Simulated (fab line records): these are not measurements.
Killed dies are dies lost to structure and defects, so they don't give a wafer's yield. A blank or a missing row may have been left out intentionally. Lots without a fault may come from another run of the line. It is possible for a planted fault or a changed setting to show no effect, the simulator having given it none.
fab line records | flow n5Finfet
record lots=6 wafers=17 lastDay=18
route steps=1938 shown BEOL_M4@1089 PASSIVATION@1936
lots with no fault: from the same line, run without faults
startH: start of the lot's first displayed wafer, in hours after the record's first day | waitH: hours elapsed since this lot's preceding step | " unchanged from the row above | L1.1+2: one row covering several wafers at once | - no value, or no start given | * or withheld: withheld | < > ~ a bound
route shown NAME@n: NAME is a module with steps in the file, n the number in the route of the first one | usual: average and standard deviation across the fault-free wafers | same: alike in all rows | chamber/n: place in a boat | sites: each site's reading | _std_site: how widely they spread, as a standard deviation | _edge_site: the outer-site mean with the inner-site mean subtracted | radiusMm: for every site, how far away it sits from the centre of the wafer | mask NAME#n: copy n | behind: the tool/chamber that last shaped the wafer | hold: why the lot was held/for how many hours/how that ended | device: the transistor (n, p or np) that didn't switch | end of line: the tests these same wafers got at the end of their route | where a step has no rows: the recipe by itself | killed: dies lost to structure and defects at the first sort, not the wafer's yield | map: shows each die of a wafer: x if killed, . if not, _ if none is there
set.NAME: the setting the step ran with; set.NAME@STEP: the setting that earlier step ran with | model.NAME: the simulator's own value behind a step, which no gauge read
lots seen at some steps along the route; tables by step, rows by wafer
services: a tool's chamber out of use, with start hour (startH, from the record's first day; less than 0 if before it), hours out, and reason
## steps
# step N5_BEOL_M4_ANNEAL_82
# recipe tempC=400 timeS=240 ambient=vacuum
# usual heaterPowerW=814/69
# columns lot.wafer tool chamber startH waitH heaterPowerW
L177.2 pvdSputter-01 - 206.31 0.0 762
L177.3 " - " " 711
L177.6 " - " " 874
L180.1 pvdSputter-03 - 208.88 0.0 770
L180.3 " - " " 881
L180.4 " - " " 858
L188.1 pvdSputter-03 - 280.11 0.0 771
L188.4 " - " " 734
L188.6 " - " " 886
L193.1 pvdSputter-02 - 295.60 0.0 941
L193.4 " - " " 778
L193.6 " - " " 788
L191.1 pvdSputter-02 - 297.48 0.0 915
L191.5 " - " " 774
L192.1 pvdSputter-02 - 304.76 0.0 777
L192.2 " - " " 792
L192.3 " - " " 922
# step N5_BEOL_M4_SPUTTER_86
# recipe material=Cu targetThkA=45 tempC=-20 chamberPressurePa=0.07 powerW=withheld timeS=8.29
# step N5_BEOL_M4_ANNEAL_87
# recipe tempC=400 timeS=240 ambient=vacuum
# step N5_BEOL_M4_SPUTTER_88
# recipe material=Cu targetThkA=45 tempC=-20 chamberPressurePa=0.07 powerW=withheld timeS=8.29
# step N5_BEOL_M4_ANNEAL_89
# recipe tempC=400 timeS=240 ambient=vacuum
# usual heaterPowerW=813/70
# columns lot.wafer tool chamber startH waitH heaterPowerW
L177.2 pvdSputter-01 - 206.75 0.0 753
L177.3 " - " " 697
L177.6 " - " " 862
L180.1 pvdSputter-03 - 209.32 0.0 788
L180.3 " - " " 865
L180.4 " - " " 878
L188.1 pvdSputter-03 - 280.55 0.0 766
L188.4 " - " " 742
L188.6 " - " " 865
L193.1 pvdSputter-02 - 296.04 0.0 957
L193.4 " - " " 808
L193.6 " - " " 799
L191.1 pvdSputter-02 - 297.92 0.0 921
L191.5 " - " " 777
L192.1 pvdSputter-02 - 305.20 0.0 767
L192.2 " - " " 797
L192.3 " - " " 903
# step N5_BEOL_M4_SPUTTER_90
# recipe material=Cu targetThkA=45 tempC=-20 chamberPressurePa=0.07 powerW=withheld timeS=8.29
# usual throttleValvePct=30.3/1.2
# columns lot.wafer tool chamber startH waitH throttleValvePct
L177.2 pvdSputter-01 - 206.89 0.1 29.9
L177.3 " - " " 31.3
L177.6 " - " " 30.7
L180.1 pvdSputter-03 - 209.46 0.1 30.9
L180.3 " - " " 30.2
L180.4 " - " " 29.1
L188.1 pvdSputter-03 - 280.69 0.1 30.8
L188.4 " - " " 28.9
L188.6 " - " " 30.3
L193.1 pvdSputter-02 - 296.18 0.1 28.4
L193.4 " - " " 30.0
L193.6 " - " " 29.9
L191.1 pvdSputter-02 - 298.06 0.1 28.5
L191.5 " - " " 29.4
L192.1 pvdSputter-02 - 305.34 0.1 29.7
L192.2 " - " " 29.9
L192.3 " - " " 31.7
# step N5_BEOL_M4_ANNEAL_91
# recipe tempC=400 timeS=240 ambient=vacuum
# step N5_BEOL_M4_SPUTTER_92
# recipe material=Cu targetThkA=45 tempC=-20 chamberPressurePa=0.07 powerW=withheld timeS=8.29
# step N5_BEOL_M4_ANNEAL_93
# recipe tempC=400 timeS=240 ambient=vacuum
# usual heaterPowerW=814/70
# columns lot.wafer tool chamber startH waitH heaterPowerW
L177.2 pvdSputter-01 - 207.19 0.0 747
L177.3 " - " " 686
L177.6 " - " " 846
L180.1 pvdSputter-03 - 211.97 0.0 802
L180.3 " - " " 884
L180.4 " - " " 859
L188.1 pvdSputter-03 - 280.99 0.0 792
L188.4 " - " " 735
L188.6 " - " " 866
L193.1 pvdSputter-02 - 296.48 0.0 952
L193.4 " - " " 767
L193.6 " - " " 801
L191.1 pvdSputter-02 - 298.36 0.0 934
L191.5 " - " " 771
L192.1 pvdSputter-02 - 305.64 0.0 785
L192.2 " - " " 786
L192.3 " - " " 908
# step N5_BEOL_M4_SPUTTER_94
# recipe material=Cu targetThkA=45 tempC=-20 chamberPressurePa=0.07 powerW=withheld timeS=8.29
# step N5_BEOL_M4_ANNEAL_95
# recipe tempC=400 timeS=240 ambient=vacuum
# step N5_BEOL_M4_SPUTTER_96
# recipe material=Cu targetThkA=45 tempC=-20 chamberPressurePa=0.07 powerW=withheld timeS=8.29
# usual throttleValvePct=30.3/1.2
# columns lot.wafer tool chamber startH waitH throttleValvePct
L177.2 pvdSputter-01 - 207.55 0.1 29.6
L177.3 " - " " 31.6
L177.6 " - " " 30.6
L180.1 pvdSputter-03 - 212.33 0.1 31.1
L180.3 " - " " 30.3
L180.4 " - " " 29.0
L188.1 pvdSputter-03 - 281.35 0.1 31.0
L188.4 " - " " 29.0
L188.6 " - " " 30.3
L193.1 pvdSputter-02 - 296.84 0.1 28.5
L193.4 " - " " 30.2
L193.6 " - " " 30.1
L191.1 pvdSputter-02 - 298.72 0.1 28.6
L191.5 " - " " 29.4
L192.1 pvdSputter-02 - 306.00 0.1 29.2
L192.2 " - " " 29.9
L192.3 " - " " 31.6
# step N5_BEOL_M4_ECD_50
# recipe material=Cu targetThkA=3000
# columns lot.wafer tool chamber startH waitH model.Cu_of_BEOL_M4_ECD_50.thkNm
L177.2+6 ecdCu-02 1,0 207.67 0.1 296.8
L177.3 " 0 " " 399.6
L180.1 ecdCu-02 0 212.44 0.1 389
L180.3 " 1 " " 399.4
L180.4 " 0 " " 300.8
L188.1 ecdCu-01 1 281.47 0.1 299.2
L188.4 " 0 " " 301
L188.6 " 0 " " 301.6
L193.1 ecdCu-02 0 296.96 0.1 304.2
L193.4 " 1 " " 302
L193.6 " 1 " " 298.8
L191.1 ecdCu-01 0 298.84 0.1 295
L191.5 " 1 " " 297.6
L192.1 ecdCu-02 1 306.11 0.1 303.4
L192.2 " 0 " " 301.8
L192.3 " 1 " " 299.6
# step N5_BEOL_M4_ANNEAL_51
# recipe tempC=225 timeS=90 ambient=N2
# step N5_BEOL_M4_CMP_52
# recipe stopOn=SiOC tOverpolishS=6.8 downForcePsi=1 platenRpm=50 clearingPlatenDownForcePsi=1.5 clearingPlatenRpm=50 postCmpClean=cuAlkaline targetThkNm=40 clearingPlatenPadVelocityMS=0.99484 padVelocityMS=0.99484
# usual motorCurrentA=5.8/0.33 platenRpm=50.00/0.032 timeToEndpointS=63/4
# columns lot.wafer tool chamber startH waitH motorCurrentA platenRpm timeToEndpointS
L177.3 cmp-03 3 208.05 0.2 5.5 49.97 89
L177.2 " 1 " " 6.0 50.02 60
L177.6 " 3 " " 5.2 50.02 68
L180.3 cmp-03 2 212.96 0.3 6.4 50.06 89
L180.4 " 3 " " 5.5 50.01 70
L180.1 " 0 " " 5.4 49.99 83
L188.4 cmp-02 1 281.90 0.2 5.8 49.97 60
L188.1 " 3 " " 5.6 49.95 59
L188.6 " 1 " " 5.9 50.01 60
L193.1 cmp-03 3 297.33 0.3 5.5 49.98 71
L193.4 " 1 " " 5.8 50.00 65
L193.6 " 0 " " 5.8 50.05 70
L191.1 cmp-04 1 299.25 0.3 5.5 49.93 61
L191.5 " 1 " " 5.7 49.97 60
L192.1 cmp-03 3 306.49 0.3 5.8 50.01 71
L192.2 " 0 " " 5.2 50.03 67
L192.3 " 1 " " 6.5 50.00 65
# step N5_BEOL_M4_THK_MEAS_53
# recipe thkMeasGauge=xrf reads=Cu_of_BEOL_M4_ECD_50
# usual M4_THK=41.4/1.8
# columns lot.wafer tool chamber startH waitH M4_THK[nm]
L177.2 filmMetro-01 - 208.34 - 42.9
L177.3 " - " " 45.1
L177.6 " - " " 42.0
L180.1 filmMetro-01 - 213.21 - 40.9
L180.3 " - " " 41.5
L180.4 " - " " 44.0
L188.1 filmMetro-02 - 282.16 - 40.3
L188.4 " - " " 41.6
L188.6 " - " " 40.9
L193.1 filmMetro-02 - 297.63 - 44.4
L193.4 " - " " 41.7
L193.6 " - " " 41.9
L191.1 filmMetro-02 - 299.52 0.2 40.5
L191.5 " - " " 38.3
L192.1 filmMetro-01 - 306.78 - 42.9
L192.2 " - " " 41.8
L192.3 " - " " 43.5
# step N5_BEOL_M4_RC_MEAS_101
# usual DIBL_N=36.5/1.9 DIBL_P=36.4/2.2 IOFF_N=0.17/0.034 IOFF_P=0.21/0.036 ION_N=678/12 ION_P=462/7.1 SS_N=71.7/0.61 SS_P=73.4/0.71 VT_N=249/3.5 VT_P=-251/3
# columns lot.wafer tool chamber startH waitH DIBL_N[mV/V] DIBL_P[mV/V] IOFF_N[nA/um] IOFF_P[nA/um] ION_N[uA/um] ION_P[uA/um] SS_N[mV/dec] SS_P[mV/dec] VT_N[mV] VT_P[mV]
L177.2 prober-01 0 208.81 0.2 37.6 38.5 0.21 0.28 685 472 71.5 73.8 244 -246
L177.3 " 0 " " 35.2 35.4 0.17 0.22 684 468 71.9 73.3 249 -249
L177.6 " 0 " " 35.2 34.8 0.16 0.21 679 466 70.9 72.8 250 -249
L180.1 prober-01 0 213.55 0.0 36.6 34.7 0.15 0.18 666 451 71.1 72.6 249 -256
L180.3 " 0 " " 37.3 36.4 0.16 0.19 679 453 71.2 74.4 251 -253
L180.4 " 0 " " 36.8 35.5 0.15 0.19 662 450 71.4 73.6 252 -253
L188.1 prober-02 0 282.52 0.0 35.1 34.5 0.13 0.18 653 452 71.7 73.2 253 -253
L188.4 " 0 " " 34.2 34.1 0.13 0.18 664 455 71.0 72.9 251 -251
L188.6 " 0 " " 36.2 36.1 0.16 0.21 673 460 71.8 73.8 252 -251
L193.1 prober-01 0 297.96 0.0 38.3 40.4 0.22 0.26 690 464 72.9 74.2 246 -249
L193.4 " 0 " " 39.2 41.2 0.25 0.26 698 466 73.2 74.2 243 -249
L193.6 " 0 " " 37.7 39.8 0.20 0.23 685 468 73.0 73.7 248 -250
L191.1 prober-01 0 299.84 0.0 38.4 39.3 0.20 0.25 689 470 71.7 73.9 244 -248
L191.5 " 0 " " 36.3 37.2 0.17 0.21 699 473 71.5 72.8 248 -250
L192.1 prober-01 0 307.10 0.0 33.9 34.5 0.13 0.16 677 457 71.3 73.2 256 -256
L192.2 " 0 " " 35.0 36.1 0.15 0.18 666 455 71.2 74.0 251 -254
L192.3 " 0 " " 30.1 30.3 0.09 0.12 664 455 70.3 71.6 258 -260
# step N5_PASSIVATION_PROBE_49
# usual defectLimitedYield=91.0/1.5 killed_at_M0_to_M3=35/11 killed_at_M4_up=13/5 killedAtContacts=12/5.9 killedAtFrontEnd=42/13 killedAtOther=3/3.2 killedDies=106/18 killedOpen=69/13 killedShort=35/8.9 sort_bin_5_function=5.2/0.95 sort_bin_6_memory=3.3/0.71 sortNPass=1074/18 sortYieldPct=91.0/1.5
# same grossDies=1180 killedAtBackSide=0 sort_bin_4_leakage[%]=0 sort_bin_8_speed[%]=0
# columns lot.wafer tool chamber startH waitH defectLimitedYield[%] killed_at_M0_to_M3 killed_at_M4_up killedAtContacts killedAtFrontEnd killedAtOther killedDies killedOpen killedShort sort_bin_5_function[%] sort_bin_6_memory[%] sortNPass sortYieldPct[%]
L180.1 prober-02 - 320.04 0.0 90.6 48 8 10 38 7 111 74 33 4.5 4.3 1069 90.6
L180.3 prober-02 - 320.14 0.1 91.5 45 7 18 26 4 100 65 33 4.8 3.3 1080 91.5
L180.4 prober-02 - 320.19 0.2 90.6 42 6 21 34 8 111 69 40 5.5 3.4 1069 90.6
L177.2 prober-01 - 323.88 0.1 90.7 24 11 16 57 2 110 75 23 4.9 3.3 1070 90.7
L188.1 prober-01 - 392.04 0.0 92.0 30 17 16 29 2 94 72 22 5.1 2.7 1086 92.0
L188.4 prober-01 - 392.19 0.2 93.1 20 11 7 40 4 82 58 24 4.2 2.6 1098 93.1
L188.6 prober-01 - 392.29 0.3 90.8 26 12 13 45 12 108 59 41 4.6 3.3 1072 90.8
L193.1 prober-02 - 409.61 0.0 90.3 53 14 10 38 0 115 61 50 5.8 3.5 1065 90.3
L193.4 prober-02 - 409.76 0.2 90.7 42 11 15 41 1 110 62 43 5.5 3.6 1070 90.7
L193.6 prober-02 - 409.86 0.3 90.3 49 6 13 47 0 115 55 57 5.4 3.9 1065 90.3
L192.1 prober-01 - 425.28 0.0 91.3 32 15 8 45 3 103 63 39 5.3 2.7 1077 91.3
L192.2 prober-01 - 425.33 0.1 94.1 20 12 6 29 3 70 41 25 3.6 1.9 1110 94.1
L192.3 prober-01 - 425.38 0.1 94.3 14 7 14 27 5 67 51 15 3.6 2.0 1113 94.3
# killed by level:class
L180.1 BEOL_M2:geometricParticle:open=15 BEOL_M0_SAQP:geometricParticle:open=11 BEOL_M3:geometricParticle:open=10 MOL_CONTACT_COAG:geometricParticle:open=8 GATE_CUT:geometricParticle:short=7 BEOL_M0_SAQP:geometricParticle:short=7 STI_FIN_REVEAL:geometricParticle:open=6 FIN_SAQP:geometricParticle:open=3
L180.3 MOL_CONTACT_COAG:geometricParticle:open=14 BEOL_M0_SAQP:geometricParticle:open=11 BEOL_M2:geometricParticle:open=11 BEOL_M0_SAQP:geometricParticle:short=9 GATE_CUT:geometricParticle:open=7 GATE_CUT:geometricParticle:short=5 MOL_CONTACT_COAG:geometricParticle:short=4 BEOL_M2:geometricParticle:short=4
L180.4 MOL_CONTACT_COAG:geometricParticle:open=18 BEOL_M2:geometricParticle:open=12 BEOL_M3:geometricParticle:open=9 GATE_CUT:geometricParticle:short=8 FIN_SAQP:geometricParticle:open=6 BEOL_M0_SAQP:geometricParticle:short=6 FIN_SAQP:geometricParticle:short=5 GATE_CUT:geometricParticle:open=4
L177.2 FIN_SAQP:geometricParticle:open=15 MOL_CONTACT_COAG:geometricParticle:open=14 DUMMY_GATE:geometricParticle:open=12 HKMG_FIN:areaEtch=11 FIN_SAQP:geometricParticle:short=8 BEOL_M4:geometricParticle:open=6 BEOL_M1:geometricParticle:open=5 STARTING-WAFER:geometricParticle:open=4
L188.1 MOL_CONTACT_COAG:geometricParticle:open=13 FIN_SAQP:geometricParticle:open=11 BEOL_M1:geometricParticle:open=10 BEOL_M3:geometricParticle:open=8 STI_FIN_REVEAL:geometricParticle:open=7 BEOL_M4:geometricParticle:open=7 BEOL_M0_SAQP:geometricParticle:short=5 BEOL_M4:geometricParticle:short=4
L188.4 FIN_SAQP:geometricParticle:open=11 BEOL_M4:geometricParticle:open=7 DUMMY_GATE:geometricParticle:open=6 GATE_CUT:geometricParticle:short=5 BEOL_M1:geometricParticle:open=5 STI_FIN_REVEAL:geometricParticle:open=4 MOL_CONTACT_COAG:geometricParticle:open=4 BEOL_M0_SAQP:geometricParticle:open=4
L188.6 STI_FIN_REVEAL:geometricParticle:open=10 MOL_CONTACT_COAG:geometricParticle:open=9 HKMG_FIN:areaEtch=7 GATE_CUT:geometricParticle:short=6 BEOL_M0_SAQP:geometricParticle:open=6 MIM_TOP_ETCH:geometricParticle:short=5 MIM_TOP_ETCH:geometricParticle:open=5 MOL_CONTACT_COAG:geometricParticle:short=4
L193.1 BEOL_M0_SAQP:geometricParticle:short=16 BEOL_M0_SAQP:geometricParticle:open=14 FIN_SAQP:geometricParticle:short=11 BEOL_M1:geometricParticle:open=11 MOL_CONTACT_COAG:geometricParticle:open=7 STI_FIN_REVEAL:geometricParticle:open=6 BEOL_M1:geometricParticle:short=5 FIN_SAQP:geometricParticle:open=4
L193.4 MOL_CONTACT_COAG:geometricParticle:open=13 BEOL_M0_SAQP:geometricParticle:open=13 BEOL_M0_SAQP:geometricParticle:short=12 STI_FIN_REVEAL:geometricParticle:open=8 FIN_SAQP:geometricParticle:short=7 FIN_SAQP:geometricParticle:open=6 BEOL_M4:geometricParticle:open=6 GATE_CUT:geometricParticle:short=4
L193.6 BEOL_M0_SAQP:geometricParticle:short=14 FIN_SAQP:geometricParticle:short=13 GATE_CUT:geometricParticle:short=11 BEOL_M0_SAQP:geometricParticle:open=11 MOL_CONTACT_COAG:geometricParticle:open=7 BEOL_M1:geometricParticle:open=7 BEOL_M1:geometricParticle:short=6 STI_FIN_REVEAL:geometricParticle:open=5
L192.1 FIN_SAQP:geometricParticle:short=13 BEOL_M3:geometricParticle:open=8 BEOL_M1:geometricParticle:open=7 BEOL_M2:geometricParticle:open=7 MOL_CONTACT_COAG:geometricParticle:open=6 BEOL_M5:geometricParticle:open=5 GATE_CUT:geometricParticle:short=4 BEOL_M4:geometricParticle:open=4
L192.2 FIN_SAQP:geometricParticle:short=7 BEOL_M2:geometricParticle:open=7 MOL_CONTACT_COAG:geometricParticle:open=6 STARTING-WAFER:geometricParticle:short=5 STI_FIN_REVEAL:geometricParticle:open=4 BEOL_M3:geometricParticle:open=4 BEOL_M4:geometricParticle:open=4 BEOL_M8:geometricParticle:open=4
L192.3 MOL_CONTACT_COAG:geometricParticle:open=14 FIN_SAQP:geometricParticle:short=7 FIN_SAQP:geometricParticle:open=5 BEOL_M3:geometricParticle:open=4 STI_FIN_REVEAL:geometricParticle:open=3 GATE_CUT:geometricParticle:open=3 BEOL_M2:geometricParticle:open=3 BEOL_M4:geometricParticle:open=3
## services
# columns tool chamber startH hours kind
ecdCu-02 - 194.89 2.1 repair
cmp-02 - 204.19 4.0 pm
cmp-02 - 208.19 - consumableReplace:conditioner
cmp-02 - 208.19 - consumableReplace:pad
cmp-02 - 217.95 6.6 repair
pvdSputter-02 - 229.10 4.9 repair
ecdCu-01 - 244.54 1.5 repair
ecdCu-02 - 246.11 0.9 repair
cmp-04 - 250.04 4.0 pm
cmp-04 - 254.04 - consumableReplace:conditioner
cmp-04 - 254.04 - consumableReplace:pad
pvdSputter-01 - 264.67 2.1 repair
cmp-03 - 265.54 4.3 pm
cmp-04 - 268.18 0.3 repair
## key
firstSign step=N5_BEOL_M4_CMP_52 reading=timeToEndpointS direction=up sigmas=6 usual=* struck=*
effect none on later readings
modelEffect step=N5_BEOL_M4_ECD_50 value=Cu_of_BEOL_M4_ECD_50.thkNm without=301.4 struck=396
metAt N5_BEOL_M4_ECD_50
struckWafers L177.3,L180.1,L180.3
baselineLoss step=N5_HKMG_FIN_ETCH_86 wafers=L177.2
fault kind=processParameterDrift tool=ecdCu-02 chamber=- onsetH=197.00 steps=N5_BEOL_M4_ECD_50 channel=targetThkA offset=* shape=step endH=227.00 scope=struckWafersOnly actsIn=* stated=*
# baselineLoss: these wafers lose ten dies or more at that step, a loss of the line's own and not of a fault; the sort's usual values leave them out
